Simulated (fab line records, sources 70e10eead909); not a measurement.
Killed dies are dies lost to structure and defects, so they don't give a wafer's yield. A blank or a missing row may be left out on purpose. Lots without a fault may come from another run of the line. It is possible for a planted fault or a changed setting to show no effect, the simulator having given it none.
fab line records	flow nand-harc
record: lots: 6	wafers: 18	last-day: 33
route steps=1302 shown A_CHANNEL_HOLE_D1@466 END@1302
lots that met no fault: from a run of the same line without faults
start-h: the number of hours between the record's first day and the start of the first shown wafer of the lot	wait-h: hours from the lot's prior step to this one	" as in the row above	L1.1+2: one row covering several wafers at once	- no value, or no start was given	* or withheld: withheld	< > ~ a bound
route shown NAME@n: a module of which the file shows steps, and the number in the route of the first	usual: the fault-free wafers' mean and standard deviation	same: alike in all rows	chamber/n: place in a boat	sites: the reading at each site	_std_site: their standard deviation	_edge_site: mean of outer sites minus mean of inner sites	radius-mm: how far each site lies from the wafer's centre	mask NAME#n: copy n	behind: the tool/chamber that last shaped the wafer	hold: what put the lot on hold/how long, in hours/how the hold closed	device: whichever transistor did not switch (one of n, p or np)	end of line: the route-end tests of the same wafers	where a step has no rows: the recipe by itself	killed: dies lost to structure and defects at the first sort, not the wafer's yield	map: dies across one wafer; x = killed, . = not, _ = none there
set.NAME: the setting the step ran with; set.NAME@STEP: the setting that earlier step ran with	model.NAME: the simulator's own value behind a step, which no gauge read
lots seen at some steps along the route; tables by step, rows by wafer
services: from which hour (start-h, from the record's first day; less than 0 if before it) a tool's chamber was out of use, for how many hours, and why
== steps ==
step: NHARC_A_CHANNEL_HOLE_D1_ETCH_38
recipe: target-depth-a: 390	over-etch-frac: 0.3	time-s: 65	ion-energy-ev: 80	cf4-flow-sccm: 150	ar-flow-sccm: 0	rf-w: 300	bias-w: 100	chemistry: CF4
step: NHARC_A_CHANNEL_HOLE_D1_ETCH_39
recipe: target-depth-a: 2600	over-etch-frac: 0.3	time-s: 325	ion-energy-ev: 200	n2-flow-sccm: 150	h2-flow-sccm: 150	ar-flow-sccm: 0	rf-w: 400	bias-w: 150	chemistry: N2/H2
step: NHARC_A_CHANNEL_HOLE_D1_ETCH_34
recipe: target-depth-a: 1540	time-s: 77	cf4-flow-sccm: 100	chf3-flow-sccm: 30	ar-flow-sccm: 0	rf-w: 500	bias-w: 200	chemistry: CF4/CHF3
step: NHARC_A_CHANNEL_HOLE_D1_ETCH_16
recipe: target-depth-a: 31000	over-etch-frac: 0.3	time-s: 806	ion-energy-ev: 150	o2-flow-sccm: 400	cos-flow-sccm: 20	ar-flow-sccm: 0	rf-w: 500	bias-w: 300	chemistry: O2/COS
usual: bias-w: 299.9/0.94	chamber-pressure-mTorr: 20.001/0.019	cos-flow-sccm: 20.00/0.058	drypump-motor-current-A: 5.69/0.25	oes-product-au: 1.002/0.0081	rf-fwd-power-W: 499.6/1.5	rf-vpp-V: 314.3/1.9	showerhead-plenum-p-Torr: 3.13/0.13	throttle-valve-pct: 28.331/0.0091
lot.wafer	tool	chamber	start-h	wait-h	bias-w	chamber-pressure-mTorr	cos-flow-sccm	drypump-motor-current-A	oes-product-au	rf-fwd-power-W	rf-hours-counter-h	rf-vpp-V	showerhead-plenum-p-Torr	throttle-valve-pct
L699.4	rie-diel-01	2	-	-	298.5	19.990	20.13	5.92	1.007	499.0	28	312.1	2.96	28.333
L699.3	"	3	"	"	298.9	19.992	20.05	5.25	1.007	499.3	27	312.2	2.97	28.328
L699.1	"	0	"	"	299.5	20.033	19.90	5.67	1.004	499.0	28	312.2	3.08	28.311
L700.1	rie-diel-09	3	-	-	298.2	20.025	19.93	5.79	0.988	497.7	49	314.6	3.20	28.328
L700.6	"	0	"	"	299.4	20.004	19.99	5.67	1.001	499.3	-	311.0	2.99	28.337
L700.5	"	1	"	"	299.6	20.010	20.01	6.23	0.998	499.5	-	313.3	3.00	28.346
L706.1	rie-diel-01	2	-	-	300.9	19.987	19.97	5.92	1.003	499.6	37	312.0	2.96	28.339
L706.6	"	3	"	"	300.1	20.003	20.03	5.24	0.998	497.3	-	311.7	2.96	28.334
L706.5	"	0	"	"	299.3	20.012	20.06	5.65	0.988	500.4	-	312.1	3.07	28.336
L707.3	rie-diel-03	2	-	-	300.3	20.004	19.97	5.99	0.993	500.1	8	314.6	3.25	28.339
L707.1	"	0	"	"	298.3	19.997	19.97	5.63	1.008	498.9	8	317.8	3.30	28.321
L707.6	"	3	"	"	300.8	19.995	19.93	5.60	1.010	500.3	-	312.0	3.07	28.320
L708.3	rie-diel-09	1	-	-	299.7	19.984	19.87	6.21	0.996	500.0	22	314.2	2.99	28.352
L708.6	"	2	"	"	300.4	20.027	20.03	5.85	0.994	499.5	-	312.7	3.13	28.326
L708.5	"	3	"	"	300.0	20.050	20.09	5.81	0.994	498.4	-	315.5	3.19	28.352
L710.3	rie-diel-03	0	-	-	300.1	20.015	19.92	5.66	0.999	498.3	11	318.4	3.30	28.330
L710.4	"	1	"	"	300.0	19.980	19.98	5.48	1.003	497.1	11	313.6	3.00	28.335
L710.6	"	3	"	"	300.4	20.030	20.10	5.58	1.009	501.0	-	313.5	3.07	28.338
step: NHARC_A_CHANNEL_HOLE_D1_CD_MEAS_18
usual: cd-nm: 99.6/1.5
lot.wafer	tool	chamber	start-h	wait-h	cd-nm
L699.1	cd-sem-03	-	301.35	-	98.3
L699.3	"	-	"	"	98.9
L699.4	"	-	"	"	97.7
L700.1	cd-sem-02	-	308.83	-	98.0
L700.5	"	-	"	"	98.6
L700.6	"	-	"	"	99.6
L706.1	cd-sem-01	-	369.72	-	99.0
L706.5	"	-	"	"	100.4
L706.6	"	-	"	"	100.5
L707.1	cd-sem-03	-	384.75	-	101.4
L707.3	"	-	"	"	100.2
L707.6	"	-	"	"	101.5
L708.3	cd-sem-01	-	390.77	-	96.9
L708.5	"	-	"	"	99.4
L708.6	"	-	"	"	96.9
L710.3	cd-sem-02	-	418.58	-	101.8
L710.4	"	-	"	"	99.2
L710.6	"	-	"	"	99.5
step: NHARC_A_CHANNEL_HOLE_D1_ETCH_19
recipe: bias-v: 1200	source-w: 2500	pressure-mtorr: 15	time-s: 34.5	ar-flow-sccm: 375	c4f8-flow-sccm: 28.8	o2-flow-sccm: 96.2	temp-c: -20	target-depth-a: *	chemistry: C4F8/O2/Ar
step: NHARC_A_CHANNEL_HOLE_D1_ETCH_20
recipe: bias-v: 3000	source-w: withheld	pressure-mtorr: 20	time-s: 361.9	ar-flow-sccm: 375	c4f8-flow-sccm: 89.3	o2-flow-sccm: 35.7	temp-c: -20	target-depth-a: 16000	chemistry: C4F8/O2/Ar
usual: c4f8-flow-sccm: 89.33/0.26	chamber-pressure-mTorr: 20.003/0.018	drypump-motor-current-A: 5.96/0.24	showerhead-plenum-p-Torr: 3.60/0.12	throttle-valve-pct: 32.155/0.0089
lot.wafer	tool	chamber	start-h	wait-h	c4f8-flow-sccm	chamber-pressure-mTorr	drypump-motor-current-A	rf-hours-counter-h	showerhead-plenum-p-Torr	throttle-valve-pct
L699.1	har-etch-01	0	303.83	0.1	89.21	20.025	5.79	164	3.70	32.153
L699.4	"	1	"	"	89.53	19.991	5.85	-	3.53	32.161
L699.3	"	0	"	"	89.03	19.996	5.82	-	3.70	32.146
L700.1	har-etch-02	1	309.07	0.1	89.11	20.013	6.53	355	3.41	32.169
L700.5	"	0	"	"	89.26	19.998	5.86	-	3.72	32.167
L700.6	"	1	"	"	88.86	20.015	6.53	-	3.41	32.169
L706.1	har-etch-01	0	369.96	0.1	89.19	20.031	5.81	202	3.68	32.156
L706.5	"	1	"	"	89.51	20.000	5.86	-	3.51	32.145
L706.6	"	0	"	"	89.20	20.018	5.84	-	3.68	32.141
L707.1	har-etch-01	1	384.93	0.1	89.11	20.017	5.88	206	3.51	32.161
L707.3	"	0	"	"	89.00	19.984	5.79	-	3.68	32.163
L707.6	"	0	"	"	89.36	19.990	5.82	-	3.68	32.137
L708.3	har-etch-01	1	397.47	0.2	89.38	20.028	5.86	-	3.50	32.144
L708.5	"	1	"	"	89.71	20.026	5.88	-	3.50	32.165
L708.6	"	0	"	"	89.34	20.004	5.84	-	3.67	32.164
L710.3	har-etch-01	0	423.53	0.2	89.55	20.006	5.82	-	3.66	32.151
L710.4	"	1	"	"	89.29	19.975	5.87	-	3.49	32.153
L710.6	"	0	"	"	89.41	19.963	5.83	-	3.66	32.175
step: NHARC_A_CHANNEL_HOLE_D1_ETCH_21
recipe: bias-v: 3000	source-w: withheld	pressure-mtorr: 20	time-s: 514.3	ar-flow-sccm: 375	c4f8-flow-sccm: 89.3	o2-flow-sccm: 35.7	temp-c: -20	target-depth-a: 16000	chemistry: C4F8/O2/Ar
usual: c4f8-flow-sccm: 89.31/0.26	chamber-pressure-mTorr: 19.998/0.019	drypump-motor-current-A: 5.96/0.24	showerhead-plenum-p-Torr: 3.60/0.12	throttle-valve-pct: 32.155/0.0088
lot.wafer	tool	chamber	start-h	wait-h	c4f8-flow-sccm	chamber-pressure-mTorr	drypump-motor-current-A	rf-hours-counter-h	showerhead-plenum-p-Torr	throttle-valve-pct
L699.1	har-etch-01	0	304.16	0.3	89.61	19.989	5.83	165	3.70	32.175
L699.4	"	1	"	"	89.28	20.011	5.87	-	3.53	32.160
L699.3	"	0	"	"	89.70	19.988	5.81	-	3.70	32.143
L700.1	har-etch-02	1	309.41	0.3	88.59	20.025	6.55	355	3.41	32.159
L700.5	"	0	"	"	89.83	19.964	5.89	-	3.72	32.166
L700.6	"	1	"	"	89.36	19.963	6.52	-	3.41	32.151
L706.1	har-etch-01	0	370.29	0.3	89.50	20.029	5.81	203	3.68	32.155
L706.5	"	1	"	"	89.58	20.029	5.86	-	3.51	32.160
L706.6	"	0	"	"	89.22	20.026	5.83	-	3.68	32.131
L707.1	har-etch-01	1	385.25	0.3	89.91	19.978	5.85	207	3.50	32.152
L707.3	"	0	"	"	89.14	19.983	5.81	-	3.68	32.156
L707.6	"	0	"	"	89.24	19.991	5.81	-	3.68	32.166
L708.3	har-etch-01	1	397.83	0.3	89.17	19.988	5.85	-	3.50	32.156
L708.5	"	1	"	"	89.13	20.015	5.86	-	3.50	32.148
L708.6	"	0	"	"	89.36	19.987	5.82	-	3.67	32.143
L710.3	har-etch-01	0	423.88	0.3	89.62	19.992	5.83	-	3.66	32.157
L710.4	"	1	"	"	89.13	20.036	5.85	-	3.49	32.144
L710.6	"	0	"	"	89.33	20.008	5.83	-	3.66	32.145
step: NHARC_A_CHANNEL_HOLE_D1_ETCH_22
recipe: bias-v: 3000	source-w: withheld	pressure-mtorr: 20	time-s: 666.7	ar-flow-sccm: 375	c4f8-flow-sccm: 89.3	o2-flow-sccm: 35.7	temp-c: -20	target-depth-a: 16000	chemistry: C4F8/O2/Ar
usual: c4f8-flow-sccm: 89.31/0.27	chamber-pressure-mTorr: 19.997/0.017	drypump-motor-current-A: 5.96/0.25	showerhead-plenum-p-Torr: 3.60/0.12	throttle-valve-pct: 32.154/0.009
lot.wafer	tool	chamber	start-h	wait-h	c4f8-flow-sccm	chamber-pressure-mTorr	drypump-motor-current-A	rf-hours-counter-h	showerhead-plenum-p-Torr	throttle-valve-pct
L699.1	har-etch-01	0	304.62	0.4	88.98	19.998	5.82	165	3.70	32.160
L699.4	"	1	"	"	88.99	20.008	5.87	-	3.53	32.159
L699.3	"	0	"	"	89.21	20.000	5.82	-	3.70	32.141
L700.1	har-etch-02	1	309.87	0.4	89.33	19.992	6.51	355	3.41	32.150
L700.5	"	0	"	"	89.54	19.984	5.89	-	3.72	32.162
L700.6	"	1	"	"	89.54	20.001	6.53	-	3.41	32.163
L706.1	har-etch-01	0	370.75	0.4	89.17	19.975	5.85	203	3.68	32.159
L706.5	"	1	"	"	89.36	20.022	5.86	-	3.51	32.161
L706.6	"	0	"	"	89.72	19.957	5.85	-	3.68	32.140
L707.1	har-etch-01	1	385.69	0.4	89.81	19.986	5.86	207	3.51	32.148
L707.3	"	0	"	"	89.37	19.985	5.84	-	3.68	32.149
L707.6	"	0	"	"	89.61	20.017	5.84	-	3.68	32.163
L708.3	har-etch-01	1	398.32	0.4	89.07	20.001	5.87	-	3.50	32.156
L708.5	"	1	"	"	89.05	20.011	5.86	-	3.50	32.175
L708.6	"	0	"	"	88.95	20.002	5.83	-	3.67	32.157
L710.3	har-etch-01	0	424.37	0.4	89.49	20.002	5.82	-	3.66	32.158
L710.4	"	1	"	"	89.45	19.980	5.87	-	3.49	32.165
L710.6	"	0	"	"	89.43	19.985	5.81	-	3.66	32.151
step: NHARC_A_CHANNEL_HOLE_D1_ETCH_23
recipe: bias-v: 5000	source-w: withheld	pressure-mtorr: 20	time-s: 819	ar-flow-sccm: 375	c4f8-flow-sccm: 89.3	o2-flow-sccm: 35.7	temp-c: -20	target-depth-a: 16000	chemistry: C4F8/O2/Ar
step: NHARC_A_CHANNEL_HOLE_D1_ETCH_24
recipe: bias-v: 5000	source-w: withheld	pressure-mtorr: 20	time-s: 906.2	ar-flow-sccm: 375	c4f8-flow-sccm: 93.8	o2-flow-sccm: 31.2	temp-c: -20	target-depth-a: 15000	chemistry: C4F8/O2/Ar
step: NHARC_A_CHANNEL_HOLE_D1_ETCH_25
recipe: bias-v: 5000	source-w: withheld	pressure-mtorr: 20	time-s: 1040.2	ar-flow-sccm: 375	c4f8-flow-sccm: 93.8	o2-flow-sccm: 31.2	temp-c: -20	target-depth-a: 15000	chemistry: C4F8/O2/Ar
step: NHARC_A_CHANNEL_HOLE_D1_ETCH_26
recipe: bias-v: 300	source-w: 2000	pressure-mtorr: 30	time-s: 224.1	ar-flow-sccm: 375	c4f8-flow-sccm: 11.4	o2-flow-sccm: 113.6	temp-c: -20	target-depth-a: 3000	chemistry: C4F8/O2/Ar
usual: bias-v: 300/3.2	c4f8-flow-sccm: 11.40/0.035	drypump-motor-current-A: 5.96/0.24	showerhead-plenum-p-Torr: 3.64/0.13	throttle-valve-pct: 24.584/0.0096
lot.wafer	tool	chamber	start-h	wait-h	bias-v	c4f8-flow-sccm	drypump-motor-current-A	rf-hours-counter-h	showerhead-plenum-p-Torr	throttle-valve-pct
L699.1	har-etch-01	0	307.46	0.6	301	11.46	5.83	168	3.74	24.584
L699.4	"	1	"	"	300	11.37	5.86	-	3.56	24.593
L699.3	"	0	"	"	301	11.45	5.83	-	3.74	24.569
L700.1	har-etch-02	1	312.71	0.6	291	11.37	6.49	358	3.44	24.584
L700.5	"	0	"	"	298	11.43	5.84	-	3.77	24.584
L700.6	"	1	"	"	297	11.36	6.46	-	3.44	24.591
L706.1	har-etch-01	0	373.57	0.6	-	-	-	-	-	-
L706.5	"	1	"	"	-	-	-	-	-	-
L706.6	"	0	"	"	-	-	-	-	-	-
L707.1	har-etch-01	1	388.57	0.7	-	-	-	-	-	-
L707.3	"	0	"	"	-	-	-	-	-	-
L707.6	"	0	"	"	-	-	-	-	-	-
L708.3	har-etch-01	1	401.09	0.5	298	11.37	5.87	-	3.53	24.570
L708.5	"	1	"	"	303	11.39	5.87	-	3.53	24.566
L708.6	"	0	"	"	296	11.37	5.84	-	3.71	24.580
L710.3	har-etch-01	0	427.15	0.5	303	11.46	5.84	-	3.70	24.586
L710.4	"	1	"	"	300	11.41	5.85	-	3.52	24.574
L710.6	"	0	"	"	300	11.47	5.84	-	3.70	24.594
step: NHARC_A_CHANNEL_HOLE_D1_ETCH_33
recipe: bias-v: 400	source-w: 2000	pressure-mtorr: 25	time-s: 90	ar-flow-sccm: 375	c4f8-flow-sccm: 41.7	o2-flow-sccm: 83.3	temp-c: -20	target-depth-a: 4000	chemistry: C4F8/O2/Ar
usual: bias-v: 400/3.8	c4f8-flow-sccm: 41.71/0.13	drypump-motor-current-A: 5.96/0.24	rf-fwd-power-W: 1985/7.3	showerhead-plenum-p-Torr: 3.64/0.12	throttle-valve-pct: 27.619/0.0094
lot.wafer	tool	chamber	start-h	wait-h	bias-v	c4f8-flow-sccm	drypump-motor-current-A	rf-fwd-power-W	rf-hours-counter-h	showerhead-plenum-p-Torr	throttle-valve-pct
L699.1	har-etch-01	0	307.66	0.2	396	41.62	5.81	1983	168	3.74	27.621
L699.4	"	1	"	"	398	41.67	5.85	1979	-	3.56	27.612
L699.3	"	0	"	"	399	41.63	5.83	1988	-	3.74	27.609
L700.1	har-etch-02	1	312.91	0.2	401	41.70	6.52	1980	358	3.44	27.611
L700.5	"	0	"	"	400	41.56	5.85	1997	-	3.76	27.604
L700.6	"	1	"	"	401	41.91	6.50	1987	-	3.44	27.632
L706.1	har-etch-01	0	373.76	0.2	407	41.90	5.84	1989	206	3.72	27.625
L706.5	"	1	"	"	399	41.75	5.88	1978	-	3.54	27.616
L706.6	"	0	"	"	407	41.78	5.82	1983	-	3.72	27.615
L707.1	har-etch-01	1	388.76	0.2	401	41.89	5.85	1985	210	3.54	27.625
L707.3	"	0	"	"	395	41.73	5.85	1994	-	3.71	27.609
L707.6	"	0	"	"	395	41.73	5.85	1996	-	3.71	27.603
L708.3	har-etch-01	1	401.29	0.2	399	41.70	5.86	1978	-	3.53	27.637
L708.5	"	1	"	"	404	41.76	5.87	1973	-	3.53	27.615
L708.6	"	0	"	"	397	41.80	5.83	1983	-	3.71	27.609
L710.3	har-etch-01	0	427.35	0.2	398	41.88	5.84	1977	-	3.70	27.626
L710.4	"	1	"	"	395	41.64	5.87	1990	-	3.52	27.634
L710.6	"	0	"	"	399	41.65	5.83	1983	-	3.69	27.606
step: NHARC_END_SORT_01
recipe: temp-c: 25
usual: killed-at-array: 59/17	killed-at-other: 0.7/0.9	killed-at-periphery: 3.6/2.3	killed-dies: 63/18	killed-open: 3.4/1.9	killed-short: 2.6/1.7
same: gross-dies: 677
lot.wafer	tool	chamber	start-h	wait-h	killed-at-array	killed-at-other	killed-at-periphery	killed-dies	killed-open	killed-short
L706.1	prober-02	0	744.42	2.5	667	1	9	677	3	4
L706.5	prober-02	0	747.61	3.7	669	1	7	677	5	3
L706.6	prober-02	0	748.41	4.0	668	1	8	677	2	1
L707.1	prober-02	0	783.45	2.5	676	0	1	677	4	5
L707.3	prober-02	0	785.03	3.1	673	2	2	677	3	1
L707.6	prober-02	0	787.40	3.9	676	0	1	677	2	3
killed by level:class
L706.1 A_CHANNEL_HOLE_D1:area-etch=601 A_CHANNEL_HOLE_D2:chamber-film-flake=33 A_CHANNEL_HOLE_D1:chamber-film-flake=12 P_CONTACT:chamber-film-flake=5 A_SLIT:chamber-film-flake=5 P_GATE:chamber-film-flake=3 A_DECK1_JOINT:chamber-film-flake=3 A_ONON_D1:geometric-particle:short=2
L706.5 A_CHANNEL_HOLE_D1:area-etch=614 A_CHANNEL_HOLE_D2:chamber-film-flake=22 A_CHANNEL_HOLE_D1:chamber-film-flake=12 P_CONTACT:chamber-film-flake=7 A_SLIT:chamber-film-flake=5 A_WL_FILL:chamber-film-flake=3 A_CHANNEL_HOLE_D2:geometric-particle:open=2 A_WL_FILL:geometric-particle:open=2
L706.6 A_CHANNEL_HOLE_D1:area-etch=620 A_CHANNEL_HOLE_D2:chamber-film-flake=20 A_CHANNEL_HOLE_D1:chamber-film-flake=11 A_SLIT:chamber-film-flake=7 P_GATE:chamber-film-flake=4 P_CONTACT:chamber-film-flake=3 A_STAIRCASE:chamber-film-flake=3 A_CONTACT:chamber-film-flake=2
L707.1 A_CHANNEL_HOLE_D1:area-etch=635 A_CHANNEL_HOLE_D1:chamber-film-flake=15 A_SLIT:chamber-film-flake=9 A_STAIRCASE:chamber-film-flake=3 A_ONON_D1:geometric-particle:open=2 A_CHANNEL_FILL_D1:chamber-film-flake=2 P_CONTACT:geometric-particle:open=1 A_ONON_D1:geometric-particle:short=1
L707.3 A_CHANNEL_HOLE_D1:area-etch=645 A_CHANNEL_HOLE_D1:chamber-film-flake=12 A_SLIT:chamber-film-flake=5 A_STAIRCASE:chamber-film-flake=3 A_CHANNEL_FILL_D1:chamber-film-flake=2 A_CHANNEL_HOLE_D2:chamber-film-flake=2 P_CONTACT:geometric-particle:open=1 A_CHANNEL_FILL_D1:geometric-particle:open=1
L707.6 A_CHANNEL_HOLE_D1:area-etch=635 A_CHANNEL_HOLE_D1:chamber-film-flake=16 A_SLIT:chamber-film-flake=7 A_STAIRCASE:chamber-film-flake=5 A_CHANNEL_FILL_D1:chamber-film-flake=4 A_CHANNEL_FILL_D1:geometric-particle:short=2 A_DECK1_JOINT:geometric-particle:open=2 A_CHANNEL_HOLE_D2:chamber-film-flake=2
map L706.1 (x killed, . not)
____________x____________
_________xxxxxxx_________
_______xxxxxxxxxxx_______
______xxxxxxxxxxxxx______
_____xxxxxxxxxxxxxxx_____
____xxxxxxxxxxxxxxxxx____
____xxxxxxxxxxxxxxxxx____
___xxxxxxxxxxxxxxxxxxx___
___xxxxxxxxxxxxxxxxxxx___
__xxxxxxxxxxxxxxxxxxxxx__
__xxxxxxxxxxxxxxxxxxxxx__
_xxxxxxxxxxxxxxxxxxxxxxx_
_xxxxxxxxxxxxxxxxxxxxxxx_
_xxxxxxxxxxxxxxxxxxxxxxx_
_xxxxxxxxxxxxxxxxxxxxxxx_
_xxxxxxxxxxxxxxxxxxxxxxx_
xxxxxxxxxxxxxxxxxxxxxxxxx
xxxxxxxxxxxxxxxxxxxxxxxxx
xxxxxxxxxxxxxxxxxxxxxxxxx
xxxxxxxxxxxxxxxxxxxxxxxxx
xxxxxxxxxxxxxxxxxxxxxxxxx
_xxxxxxxxxxxxxxxxxxxxxxx_
_xxxxxxxxxxxxxxxxxxxxxxx_
_xxxxxxxxxxxxxxxxxxxxxxx_
_xxxxxxxxxxxxxxxxxxxxxxx_
_xxxxxxxxxxxxxxxxxxxxxxx_
__xxxxxxxxxxxxxxxxxxxxx__
__xxxxxxxxxxxxxxxxxxxxx__
___xxxxxxxxxxxxxxxxxxx___
___xxxxxxxxxxxxxxxxxxx___
____xxxxxxxxxxxxxxxxx____
____xxxxxxxxxxxxxxxxx____
_____xxxxxxxxxxxxxxx_____
______xxxxxxxxxxxxx______
_______xxxxxxxxxxx_______
_________xxxxxxx_________
____________x____________
map L707.1 (x killed, . not)
____________x____________
_________xxxxxxx_________
_______xxxxxxxxxxx_______
______xxxxxxxxxxxxx______
_____xxxxxxxxxxxxxxx_____
____xxxxxxxxxxxxxxxxx____
____xxxxxxxxxxxxxxxxx____
___xxxxxxxxxxxxxxxxxxx___
___xxxxxxxxxxxxxxxxxxx___
__xxxxxxxxxxxxxxxxxxxxx__
__xxxxxxxxxxxxxxxxxxxxx__
_xxxxxxxxxxxxxxxxxxxxxxx_
_xxxxxxxxxxxxxxxxxxxxxxx_
_xxxxxxxxxxxxxxxxxxxxxxx_
_xxxxxxxxxxxxxxxxxxxxxxx_
_xxxxxxxxxxxxxxxxxxxxxxx_
xxxxxxxxxxxxxxxxxxxxxxxxx
xxxxxxxxxxxxxxxxxxxxxxxxx
xxxxxxxxxxxxxxxxxxxxxxxxx
xxxxxxxxxxxxxxxxxxxxxxxxx
xxxxxxxxxxxxxxxxxxxxxxxxx
_xxxxxxxxxxxxxxxxxxxxxxx_
_xxxxxxxxxxxxxxxxxxxxxxx_
_xxxxxxxxxxxxxxxxxxxxxxx_
_xxxxxxxxxxxxxxxxxxxxxxx_
_xxxxxxxxxxxxxxxxxxxxxxx_
__xxxxxxxxxxxxxxxxxxxxx__
__xxxxxxxxxxxxxxxxxxxxx__
___xxxxxxxxxxxxxxxxxxx___
___xxxxxxxxxxxxxxxxxxx___
____xxxxxxxxxxxxxxxxx____
____xxxxxxxxxxxxxxxxx____
_____xxxxxxxxxxxxxxx_____
______xxxxxxxxxxxxx______
_______xxxxxxxxxxx_______
_________xxxxxxx_________
____________x____________
== services ==
tool	chamber	start-h	hours	kind
rie-diel-03	-	281.30	9.0	pm
rie-diel-03	0	281.30	9.0	vent-cycle
rie-diel-03	1	281.30	9.0	vent-cycle
rie-diel-03	2	281.30	9.0	vent-cycle
rie-diel-03	3	281.30	9.0	vent-cycle
rie-diel-03	1	310.53	5.6	repair
rie-diel-01	-	318.47	29.9	repair
rie-diel-09	-	322.32	9.0	pm
rie-diel-03	-	340.38	2.4	repair
rie-diel-01	2	348.93	9.0	repair
rie-diel-01	1	359.08	9.7	repair
har-etch-02	1	367.90	-	consumable-replace:showerhead
har-etch-02	1	367.90	17.0	scheduled-down
har-etch-02	1	367.90	17.0	vent-cycle
har-etch-01	-	377.65	4.9	repair
rie-diel-09	0	380.91	7.5	repair
rie-diel-01	-	381.23	9.0	pm
har-etch-02	-	387.28	17.0	pm
har-etch-02	0	387.28	17.0	vent-cycle
har-etch-02	1	387.28	17.0	vent-cycle
har-etch-02	0	404.28	-	clean
har-etch-02	0	404.28	-	consumable-replace:focus-ring
har-etch-02	1	404.28	-	clean
har-etch-02	-	414.25	12.5	repair
== key ==
first-sign: step: NHARC_A_CHANNEL_HOLE_D1_ETCH_26	reading: tool-record	direction: missing
effect: step: NHARC_END_SORT_01	reading: killed-at-array	direction: up	sigmas: 36	usual: 59	struck: 672
more-kills-born-at: NHARC_A_CHANNEL_HOLE_D1_ETCH_26@har-etch-01: 3750
met-at NHARC_A_CHANNEL_HOLE_D1_ETCH_26
struck-wafers L706.1,L706.5,L706.6,L707.1,L707.3,L707.6
later-rows-left-out L706.1,L706.5,L706.6,L707.1,L707.3,L707.6
tester-left-out L706,L707
onset-between 307.46 373.57
fault: kind: skipped-step-whole	tool: har-etch-01	chamber: -	onset-h: 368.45	steps: NHARC_A_CHANNEL_HOLE_D1_ETCH_26	scope: struck-lots-only
tester-left-out: of these lots the tester's yield and bins aren't shown, on N5 and GAA mostly nor the transistor test; their killed dies are dies lost to structure and defects alone, not to doping, threshold or leakage, so they don't give the yield
later-rows-left-out: the simulator's readings of these wafers behind a module that went badly wrong aren't trusted and aren't shown, but for the sort
